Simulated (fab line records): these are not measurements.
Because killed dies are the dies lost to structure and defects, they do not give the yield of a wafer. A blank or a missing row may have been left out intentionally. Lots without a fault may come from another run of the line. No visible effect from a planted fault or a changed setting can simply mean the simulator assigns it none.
fab line records | flow n5Finfet
record: lots: 9 wafers: 27 lastDay: 17
route steps=1938 shown BEOL_M12@1642 BEOL_M13@1659 PASSIVATION@1936
lots with no fault: from the same line, run without faults
startH: start of the lot's first displayed wafer, in hours after the record's first day | waitH: how many hours have passed since the lot's step before this one | " unchanged from the row above | L1.1+2: several wafers, shown together as one row | - either no value or no given start | * or withheld: withheld | < > ~ a bound
route shown NAME@n: names a module that has steps shown in the file, with the first one's number in the route | usual: mean and standard deviation over wafers with no fault | same: alike in all rows | chamber/n: place in a boat | sites: readings site by site | _std_site: standard deviation across them | _edge_site: inner sites' mean taken away from outer sites' mean | radiusMm: how far each site lies from the wafer's centre | mask NAME#n: copy n | behind: the most recent tool/chamber to have shaped the wafer | hold: why the lot went on hold/how many hours it stayed there/how the hold came to an end | device: which transistor (n, p or np) failed to switch | end of line: the route-end tests of the same wafers | a step given without rows: its recipe and nothing more | killed: count of dies lost to structure and defects at first sort (not the wafer's yield) | map: a wafer's dies, x killed, . not, _ none there
set.NAME: setting as actually run; set.NAME@STEP: the setting as run at that earlier step | model.NAME: the simulator's own value behind a step, which no gauge read
the route's steps for a sample of lots (tables are steps, rows are wafers)
services: the hour from which a tool's chamber was out of use, counted from the record's first day as startH (under 0 if before that day), plus the number of hours and why
== steps ==
step: N5_BEOL_M12_STRIP_37
recipe: chemistry: N2/H2 powerW: 1000 tempC: 250 h2Frac: 0.65 overashFraction: 0.3 pressureMtorr: withheld n2FlowSccm: 1750 h2FlowSccm: 3250
usual: drypumpMotorCurrentA: 5.36/0.22 h2FlowSccm: 3249/9.3 heaterPowerW: 308/24 n2FlowSccm: 1749/5.4 oesProductAu: 0.791/0.0096 tempC: 250.02/0.18
same: overashFraction: 0.3
columns lot.wafer tool chamber startH waitH drypumpMotorCurrentA h2FlowSccm heaterPowerW n2FlowSccm oesProductAu rfHoursCounterH tempC
L314.1 plasmaAsher-01 0 241.81 0.0 5.60 3264 287 1746 0.781 76 250.08
L314.2 " 1 " " 5.34 3249 343 1760 0.786 76 250.12
L314.3 " 1 " " 5.34 3239 337 1754 0.784 - 250.38
L313.1 plasmaAsher-01 0 244.27 0.0 5.66 3243 277 1746 0.785 76 250.01
L313.3 " 1 " " 5.36 3233 335 1746 0.800 - 249.88
L313.5 " 1 " " 5.35 3252 337 1756 0.803 - 249.89
L316.3 plasmaAsher-01 0 253.36 0.1 5.66 3252 285 1752 0.788 - 250.02
L316.5 " 1 " " 5.35 3240 334 1750 0.793 - 250.48
L316.6 " 0 " " 5.68 3243 282 1749 0.792 - 249.85
L321.1 plasmaAsher-01 0 292.13 0.0 5.66 3262 274 1753 0.805 86 249.97
L321.3 " 0 " " 5.61 3245 276 1751 0.795 - 249.97
L321.5 " 0 " " 5.64 3270 285 1753 0.784 - 249.88
L324.1 plasmaAsher-01 0 323.77 0.0 5.66 3250 281 1753 0.783 94 250.15
L324.4 " 1 " " 5.37 3251 333 1745 0.793 - 250.37
L324.5 " 0 " " 5.63 3257 286 1748 0.811 - 250.46
L327.2 plasmaAsher-01 0 335.12 0.0 5.61 3244 284 1747 0.787 98 249.48
L327.4 " 1 " " 5.35 3254 339 1755 0.785 - 250.13
L327.5 " 1 " " 5.33 3269 339 1752 0.788 - 249.91
L331.1 plasmaAsher-02 1 352.66 0.0 5.35 3240 295 1761 0.785 133 250.13
L331.4 " 0 " " 4.99 3264 310 1748 0.801 - 249.72
L331.5 " 1 " " 5.39 3231 295 1754 0.791 - 250.51
L329.4 plasmaAsher-01 1 354.79 0.4 5.32 3263 339 1746 0.792 - 250.10
L329.5 " 1 " " 5.34 3260 337 1749 0.804 - 249.90
L329.6 " 0 " " 5.62 3242 277 1751 0.784 - 249.98
L333.3 plasmaAsher-01 0 365.54 0.1 5.60 3245 277 1751 0.767 - 249.96
L333.4 " 1 " " 5.36 3246 337 1750 0.788 - 249.99
L333.6 " 1 " " 5.34 3232 340 1758 0.791 - 250.03
step: N5_BEOL_M12_SPUTTER_44
recipe: material: Ta targetThkA: 100 tempC: 50 biasV: 80 powerW: 15000 chamberPressurePa: 0.07 timeS: 16.13
usual: susceptorTempC: 50.00/0.12 throttleValvePct: 29.9/1.2
columns lot.wafer tool chamber startH waitH susceptorTempC throttleValvePct
L314.1 pvdSputter-03 - 242.83 0.0 50.11 28.3
L314.2 " - " " 49.92 30.9
L314.3 " - " " 49.96 30.2
L313.1 pvdSputter-01 - 245.39 0.0 49.73 30.7
L313.3 " - " " 49.99 29.5
L313.5 " - " " 50.01 29.2
L316.3 pvdSputter-03 - 256.12 0.0 50.05 30.8
L316.5 " - " " 49.89 29.8
L316.6 " - " " 50.04 30.6
L321.1 pvdSputter-01 - 294.31 0.0 50.17 30.8
L321.3 " - " " 50.15 32.8
L321.5 " - " " 50.18 29.4
L324.1 pvdSputter-01 - 324.32 0.0 49.90 32.6
L324.4 " - " " 49.96 29.3
L324.5 " - " " 50.07 29.2
L327.2 pvdSputter-02 - 337.88 0.0 49.97 29.9
L327.4 " - " " 49.94 30.3
L327.5 " - " " 49.85 29.7
L331.1 pvdSputter-02 - 353.95 0.0 49.95 29.8
L331.4 " - " " 49.97 28.2
L331.5 " - " " 50.02 29.9
L329.4 pvdSputter-01 - 355.40 0.0 49.82 30.6
L329.5 " - " " 50.12 29.5
L329.6 " - " " 50.04 30.9
L333.3 pvdSputter-01 - 372.85 0.0 50.19 30.7
L333.4 " - " " 50.07 29.5
L333.6 " - " " 49.83 32.9
step: N5_BEOL_M13_ILD_DEP_00
recipe: material: SiOC targetThkA: 8379.2 tempC: 350 precursor: DEMS/O2 pressureTorr: 5 rfW: 500 timeS: 166.4
usual: chamberPressureTorr: 5.000/0.011 heaterPowerW: 461/42 showerheadPlenumPTorr: 5.703/0.02 susceptorTempC: 350.00/0.2 throttleValvePct: 11.9/0.36
columns lot.wafer tool chamber startH waitH chamberPressureTorr heaterPowerW showerheadPlenumPTorr susceptorTempC throttleValvePct
L314.1 pecvd-03 0 243.95 0.0 4.995 463 5.731 350.37 11.6
L314.2 " 1 " " 4.976 474 5.693 349.87 12.0
L314.3 " 2 " " 5.006 501 5.709 350.27 11.6
L313.1 pecvd-04 1 246.65 0.0 5.014 480 5.679 350.12 12.2
L313.3 " 0 " " 5.010 385 5.663 350.17 11.7
L313.5 " 0 " " 5.002 422 5.661 349.85 11.6
L316.3 pecvd-03 0 257.62 0.0 5.009 422 5.729 349.93 11.3
L316.5 " 2 " " 4.972 413 5.722 350.22 11.4
L316.6 " 0 " " 5.003 432 5.742 349.62 11.7
L321.1 pecvd-03 0 295.62 0.0 4.979 393 5.726 350.12 11.6
L321.3 " 2 " " 5.006 483 5.715 350.21 11.9
L321.5 " 2 " " 5.005 516 5.711 350.20 11.7
L324.1 pecvd-03 1 325.67 0.0 4.996 465 5.683 349.90 12.8
L324.4 " 1 " " 4.990 508 5.702 350.19 12.2
L324.5 " 2 " " 5.005 474 5.714 349.98 11.9
L327.2 pecvd-04 1 341.13 0.0 5.005 488 5.675 349.72 11.8
L327.4 " 2 " " 5.009 381 5.709 350.19 12.5
L327.5 " 0 " " 4.999 482 5.659 350.10 11.5
L331.1 pecvd-01 0 355.10 0.0 4.993 439 5.670 349.78 11.9
L331.4 " 2 " " 5.008 410 5.716 349.80 11.6
L331.5 " 0 " " 4.993 509 5.693 349.81 11.9
L329.4 pecvd-03 2 356.60 0.1 4.991 402 5.715 349.94 12.0
L329.5 " 0 " " 4.996 424 5.731 350.24 11.5
L329.6 " 1 " " 4.991 408 5.704 349.93 12.2
L333.3 pecvd-04 0 373.98 0.0 4.987 422 5.660 349.90 11.4
L333.4 " 1 " " 5.011 442 5.694 349.96 12.2
L333.6 " 2 " " 5.000 374 5.707 350.16 12.7
step: N5_BEOL_M13_COAT_58
recipe: resist: BARC tempC: 205 timeS: 60 spinRpm: 1500 resistThkNm: 89
usual: spinSpeedRpm: 1500.1/1.2
columns lot.wafer tool chamber startH waitH spinSpeedRpm
L314.1 lithoTrack-03 0 244.14 0.0 1499.7
L314.2 " 0 " " 1500.1
L314.3 " 0 " " 1500.1
L313.1 lithoTrack-03 0 246.83 0.0 1497.7
L313.3 " 0 " " 1500.5
L313.5 " 0 " " 1497.3
L316.3 lithoTrack-02 0 257.81 0.0 1500.1
L316.5 " 0 " " 1500.4
L316.6 " 0 " " 1500.7
L321.1 lithoTrack-03 0 295.97 0.0 1498.4
L321.3 " 0 " " 1500.3
L321.5 " 0 " " 1500.5
L324.1 lithoTrack-02 0 325.86 0.0 1499.3
L324.4 " 0 " " 1499.1
L324.5 " 0 " " 1500.1
L327.2 lithoTrack-02 0 341.31 0.0 1501.6
L327.4 " 0 " " 1501.4
L327.5 " 0 " " 1500.4
L331.1 lithoTrack-02 0 355.34 0.0 1687.0
L331.4 " 0 " " 1686.5
L331.5 " 0 " " 1687.7
L329.4 lithoTrack-02 0 356.72 0.0 1686.8
L329.5 " 0 " " 1688.5
L329.6 " 0 " " 1689.5
L333.3 lithoTrack-05 0 374.16 0.0 1499.5
L333.4 " 0 " " 1499.5
L333.6 " 0 " " 1500.0
step: N5_BEOL_M13_STRIP_64
recipe: chemistry: N2/H2 powerW: 1000 tempC: 250 h2Frac: 0.65 overashFraction: 0.3 pressureMtorr: withheld n2FlowSccm: 1750 h2FlowSccm: 3250
usual: drypumpMotorCurrentA: 5.38/0.22 h2FlowSccm: 3250/8.2 heaterPowerW: 307/25 n2FlowSccm: 1751/4.9 oesProductAu: 0.716/0.0047 stripTimeToEndpointS: 31.28/0.067 tempC: 250.02/0.18
same: overashFraction: 0.3
columns lot.wafer tool chamber startH waitH drypumpMotorCurrentA h2FlowSccm heaterPowerW n2FlowSccm oesProductAu rfHoursCounterH stripTimeToEndpointS tempC
L314.1 plasmaAsher-01 0 245.25 0.0 5.64 3254 285 1748 0.719 77 31.30 250.08
L314.2 " 1 " " 5.34 3249 339 1753 0.718 77 31.31 250.16
L314.3 " 0 " " 5.65 3259 275 1744 0.717 - 31.31 250.12
L313.1 plasmaAsher-01 1 247.58 0.0 5.34 3241 343 1743 0.709 77 31.29 250.26
L313.3 " 1 " " 5.35 3247 332 1745 0.715 - 31.37 249.76
L313.5 " 1 " " 5.34 3239 329 1746 0.715 - 31.27 249.88
L316.3 plasmaAsher-01 1 258.88 0.0 5.37 3252 338 1755 0.718 - 31.29 250.07
L316.5 " 1 " " 5.37 3245 343 1752 0.719 - 31.34 249.79
L316.6 " 0 " " 5.62 3258 276 1750 0.722 - 31.38 249.91
L321.1 plasmaAsher-01 1 296.71 0.0 5.33 3247 349 1751 0.720 88 31.26 250.18
L321.3 " 0 " " 5.61 3278 274 1750 0.712 - 31.13 249.90
L321.5 " 1 " " 5.34 3269 328 1746 0.715 - 31.18 250.19
L324.1 plasmaAsher-01 0 326.73 0.0 5.65 3244 281 1749 0.718 96 31.24 249.95
L324.4 " 0 " " 5.67 3250 272 1751 0.719 - 31.21 249.60
L324.5 " 1 " " 5.35 3241 340 1751 0.714 - 31.19 249.87
L327.2 plasmaAsher-01 1 342.06 0.0 5.32 3243 333 1761 0.714 99 31.24 249.95
L327.4 " 1 " " 5.32 3246 337 1751 0.719 - 31.23 249.92
L327.5 " 1 " " 5.34 3243 334 1753 0.710 - 31.23 250.10
L331.1 plasmaAsher-02 0 356.17 0.0 5.02 3242 312 1752 0.713 134 29.79 249.98
L331.4 " 0 " " 5.03 3249 323 1751 0.718 - 29.83 250.23
L331.5 " 1 " " 5.36 3257 298 1751 0.707 - 29.79 249.99
L329.4 plasmaAsher-02 0 357.80 0.0 4.98 3246 311 1751 0.719 - 29.72 250.40
L329.5 " 0 " " 5.00 3254 312 1759 0.720 - 29.73 250.43
L329.6 " 1 " " 5.34 3266 290 1749 0.717 - 29.73 249.99
L333.3 plasmaAsher-01 1 375.05 0.0 5.34 3253 328 1744 0.709 - 31.33 250.23
L333.4 " 0 " " 5.63 3256 281 1746 0.707 - 31.34 250.05
L333.6 " 1 " " 5.36 3252 332 1749 0.704 - 31.32 249.92
step: N5_PASSIVATION_PROBE_49
usual: defectLimitedYield: 91.2/1.6 killed_at_M0_to_M3: 34/11 killed_at_M4_up: 14/5.7 killedAtContacts: 14/6.6 killedAtFrontEnd: 37/10 killedAtOther: 4/3.2 killedDies: 104/19 killedOnRim: 14/4.1 killedOpen: 69/13 killedShort: 33/8.7 sort_bin_5_function: 5.1/1 sort_bin_6_memory: 3.3/0.76 sortNPass: 1076/19 sortYieldPct: 91.2/1.6
same: grossDies: 1180 killedAtBackSide: 0 sort_bin_4_leakage[%]: 0 sort_bin_8_speed[%]: 0
columns lot.wafer tool chamber startH waitH defectLimitedYield[%] killed_at_M0_to_M3 killed_at_M4_up killedAtContacts killedAtFrontEnd killedAtOther killedDies killedOnRim killedOpen killedShort sort_bin_5_function[%] sort_bin_6_memory[%] sortNPass sortYieldPct[%]
L316.3 prober-01 - 284.68 0.1 89.1 50 27 12 35 5 129 17 81 46 6.3 4.2 1051 89.1
L316.5 prober-01 - 284.78 0.2 88.8 50 22 18 40 2 132 20 92 40 7.3 3.7 1048 88.8
L316.6 prober-01 - 284.83 0.3 86.6 79 19 19 40 1 158 18 99 58 7.2 5.6 1022 86.6
L321.1 prober-01 - 326.27 0.0 91.0 36 20 9 30 11 106 12 63 40 4.5 4.3 1074 91.0
L321.3 prober-01 - 326.37 0.1 90.9 38 12 2 48 7 107 16 72 31 5.6 3.3 1073 90.9
L321.5 prober-01 - 326.47 0.2 89.4 44 16 15 39 11 125 18 88 35 6.6 3.9 1055 89.4
L324.1 prober-02 - 360.52 0.0 91.9 28 9 9 48 1 95 17 66 29 4.8 2.9 1085 91.9
L324.4 prober-02 - 360.67 0.2 89.0 28 21 21 52 8 130 15 85 44 6.1 4.6 1050 89.0
L324.5 prober-02 - 360.72 0.2 90.5 21 21 21 42 7 112 12 76 36 6.3 3.0 1068 90.5
L331.1 prober-02 - 390.70 0.0 92.2 20 22 11 33 6 92 9 64 27 5.0 2.5 1088 92.2
L331.4 prober-02 - 390.85 0.2 91.2 20 24 25 28 7 104 18 75 27 5.3 2.9 1076 91.2
L331.5 prober-02 - 390.90 0.2 94.5 15 13 11 24 2 65 5 39 26 3.6 1.6 1115 94.5
L329.4 prober-01 - 395.88 0.2 93.1 19 12 7 35 8 81 10 50 29 3.8 3.0 1099 93.1
L329.5 prober-01 - 395.93 0.2 90.7 36 11 12 44 7 110 10 71 39 5.0 4.0 1070 90.7
L329.6 prober-01 - 395.98 0.3 91.1 45 6 10 39 5 105 14 73 31 5.3 3.5 1075 91.1
L333.3 prober-02 - 404.29 0.5 89.4 40 14 20 49 2 125 17 78 40 5.3 4.7 1055 89.4
L333.4 prober-02 - 404.34 0.5 89.5 41 21 15 43 4 124 16 75 48 6.1 4.2 1056 89.5
L333.6 prober-02 - 404.44 0.6 89.2 44 11 24 43 6 128 18 77 51 6.2 4.2 1052 89.2
killed by level:class
L316.3 BEOL_M4:geometricParticle:open=18 MOL_CONTACT_COAG:geometricParticle:open=11 BEOL_M0_SAQP:geometricParticle:open=11 BEOL_M0_SAQP:geometricParticle:short=11 FIN_SAQP:geometricParticle:open=10 BEOL_M1:geometricParticle:open=9 FIN_SAQP:geometricParticle:short=7 BEOL_M1:geometricParticle:short=6
L316.5 MOL_CONTACT_COAG:geometricParticle:open=14 BEOL_M1:geometricParticle:open=13 BEOL_M4:geometricParticle:open=13 FIN_SAQP:geometricParticle:short=9 BEOL_M0_SAQP:geometricParticle:short=9 BEOL_M0:geometricParticle:open=8 BEOL_M3:geometricParticle:open=6 FIN_SAQP:geometricParticle:open=5
L316.6 BEOL_M0_SAQP:geometricParticle:open=25 BEOL_M0_SAQP:geometricParticle:short=23 MOL_CONTACT_COAG:geometricParticle:open=17 FIN_SAQP:geometricParticle:short=12 BEOL_M1:geometricParticle:open=10 BEOL_M4:geometricParticle:open=10 BEOL_M2:geometricParticle:open=9 FIN_SAQP:geometricParticle:open=5
L321.1 BEOL_M0_SAQP:geometricParticle:short=8 BEOL_M4:geometricParticle:open=8 PAD_METAL:geometricParticle:short=8 MOL_CONTACT_COAG:geometricParticle:open=7 BEOL_M2:geometricParticle:open=7 FIN_SAQP:geometricParticle:open=6 BEOL_M0_SAQP:geometricParticle:open=6 GATE_CUT:geometricParticle:short=5
L321.3 FIN_SAQP:geometricParticle:open=13 FIN_SAQP:geometricParticle:short=11 BEOL_M0_SAQP:geometricParticle:open=11 BEOL_M1:geometricParticle:open=7 BEOL_M3:geometricParticle:open=7 GATE_CUT:geometricParticle:short=6 STI_FIN_REVEAL:geometricParticle:open=5 BEOL_M0_SAQP:geometricParticle:short=5
L321.5 FIN_SAQP:geometricParticle:open=16 MOL_CONTACT_COAG:geometricParticle:open=13 BEOL_M2:geometricParticle:open=13 FIN_SAQP:geometricParticle:short=9 BEOL_M0_SAQP:geometricParticle:open=8 BEOL_M4:geometricParticle:open=8 BEOL_M0_SAQP:geometricParticle:short=6 BEOL_M1:geometricParticle:open=5
L324.1 STI_FIN_REVEAL:geometricParticle:open=12 FIN_SAQP:geometricParticle:short=9 MOL_CONTACT_COAG:geometricParticle:open=8 BEOL_M2:geometricParticle:open=8 STARTING-WAFER:geometricParticle:open=7 BEOL_M0_SAQP:geometricParticle:short=6 FIN_SAQP:geometricParticle:open=5 BEOL_M4:geometricParticle:open=4
L324.4 STI_FIN_REVEAL:geometricParticle:open=15 MOL_CONTACT_COAG:geometricParticle:open=14 BEOL_M0_SAQP:geometricParticle:open=13 GATE_CUT:geometricParticle:short=7 MOL_CONTACT_COAG:geometricParticle:short=7 BEOL_M4:geometricParticle:open=7 GATE_CUT:geometricParticle:open=6 FIN_SAQP:geometricParticle:short=5
L324.5 MOL_CONTACT_COAG:geometricParticle:open=17 GATE_CUT:geometricParticle:short=11 STI_FIN_REVEAL:geometricParticle:open=10 BEOL_M2:geometricParticle:open=6 MOL_CONTACT_COAG:geometricParticle:short=4 GATE_CUT:geometricParticle:open=4 BEOL_M7:geometricParticle:open=4 PASS1_CAP:geometricParticle:open=4
L331.1 BEOL_M4:geometricParticle:open=14 STI_FIN_REVEAL:geometricParticle:open=10 MOL_CONTACT_COAG:geometricParticle:open=9 FIN_SAQP:geometricParticle:open=6 FIN_SAQP:geometricParticle:short=5 BEOL_M2:geometricParticle:open=5 BEOL_M4:geometricParticle:short=5 DUMMY_GATE:geometricParticle:open=4
L331.4 MOL_CONTACT_COAG:geometricParticle:open=18 BEOL_M4:geometricParticle:open=15 BEOL_M1:geometricParticle:open=9 GATE_CUT:geometricParticle:short=7 MOL_CONTACT_COAG:geometricParticle:short=7 STI_FIN_REVEAL:geometricParticle:open=6 FIN_SAQP:geometricParticle:open=4 BEOL_M2:geometricParticle:open=4
L331.5 MOL_CONTACT_COAG:geometricParticle:open=8 BEOL_M0_SAQP:geometricParticle:short=5 BEOL_M4:geometricParticle:open=5 STI_FIN_REVEAL:geometricParticle:open=4 GATE_CUT:geometricParticle:short=4 BEOL_M6:geometricParticle:open=4 FIN_SAQP:geometricParticle:open=3 MOL_CONTACT_COAG:geometricParticle:short=3
L329.4 FIN_SAQP:geometricParticle:open=11 BEOL_M0_SAQP:geometricParticle:open=7 FIN_SAQP:geometricParticle:short=6 GATE_CUT:geometricParticle:short=6 BEOL_M0_SAQP:geometricParticle:short=6 MOL_CONTACT_COAG:geometricParticle:open=5 BEOL_M4:geometricParticle:open=5 STI_FIN_REVEAL:geometricParticle:open=3
L329.5 FIN_SAQP:geometricParticle:open=12 MOL_CONTACT_COAG:geometricParticle:open=10 FIN_SAQP:geometricParticle:short=8 BEOL_M3:geometricParticle:open=8 BEOL_M1:geometricParticle:open=7 BEOL_M2:geometricParticle:open=7 GATE_CUT:geometricParticle:short=6 STARTING-WAFER:geometricParticle:short=5
L329.6 BEOL_M3:geometricParticle:open=21 GATE_CUT:geometricParticle:short=9 FIN_SAQP:geometricParticle:open=8 MOL_CONTACT_COAG:geometricParticle:open=8 BEOL_M0_SAQP:geometricParticle:open=8 STI_FIN_REVEAL:geometricParticle:open=7 DUMMY_GATE:geometricParticle:open=4 FIN_SAQP:geometricParticle:short=3
L333.3 MOL_CONTACT_COAG:geometricParticle:open=16 BEOL_M2:geometricParticle:open=13 FIN_SAQP:geometricParticle:short=11 GATE_CUT:geometricParticle:short=8 BEOL_M0_SAQP:geometricParticle:short=7 FIN_SAQP:geometricParticle:open=6 BEOL_M0_SAQP:geometricParticle:open=6 STI_FIN_REVEAL:geometricParticle:open=5
L333.4 MOL_CONTACT_COAG:geometricParticle:open=13 FIN_SAQP:geometricParticle:short=11 BEOL_M3:geometricParticle:open=11 BEOL_M2:geometricParticle:open=10 FIN_SAQP:geometricParticle:open=6 STI_FIN_REVEAL:geometricParticle:open=6 GATE_CUT:geometricParticle:short=6 BEOL_M0_SAQP:geometricParticle:open=6
L333.6 MOL_CONTACT_COAG:geometricParticle:open=20 FIN_SAQP:geometricParticle:short=16 STI_FIN_REVEAL:geometricParticle:open=10 BEOL_M1:geometricParticle:open=8 BEOL_M0_SAQP:geometricParticle:short=7 BEOL_M0:geometricParticle:open=7 FIN_SAQP:geometricParticle:open=6 DUMMY_GATE:geometricParticle:open=5
== services ==
columns tool chamber startH hours kind
pecvd-03 - 238.67 4.3 pm
pecvd-01 - 241.79 14.6 pm
pecvd-04 - 254.23 6.0 pm
pecvd-01 1 279.98 6.5 repair
pecvd-01 0 287.45 3.9 repair
pecvd-03 0 294.01 - calibration
pecvd-03 1 298.20 5.5 scheduledDown
pvdSputter-03 - 309.90 0.8 repair
plasmaAsher-02 - 312.37 4.3 pm
pecvd-04 - 315.53 0.6 repair
lithoTrack-02 - 322.01 - consumableReplace:filter
plasmaAsher-02 - 323.41 2.8 repair
pvdSputter-01 - 335.20 1.6 repair
pecvd-01 1 343.01 16.8 repair
== key ==
firstSign: step: N5_BEOL_M13_COAT_58 reading: spinSpeedRpm direction: up sigmas: 99+ usual: * struck: *
effect: step: N5_BEOL_M13_STRIP_64 reading: stripTimeToEndpointS direction: down sigmas: 23 usual: * struck: *
metAt N5_BEOL_M13_COAT_58
struckLots L329,L331
notActingAt N5_BEOL_M12_STRIP_37,N5_BEOL_M12_SPUTTER_44,N5_BEOL_M13_ILD_DEP_00
onsetBetween 341.31 355.34
fault: kind: processParameterDrift tool: lithoTrack-02 chamber: - onsetH: 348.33 steps: N5_BEOL_M13_COAT_58 channel: spinRpm offset: * shape: step endH: 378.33 actsIn: * stated: *
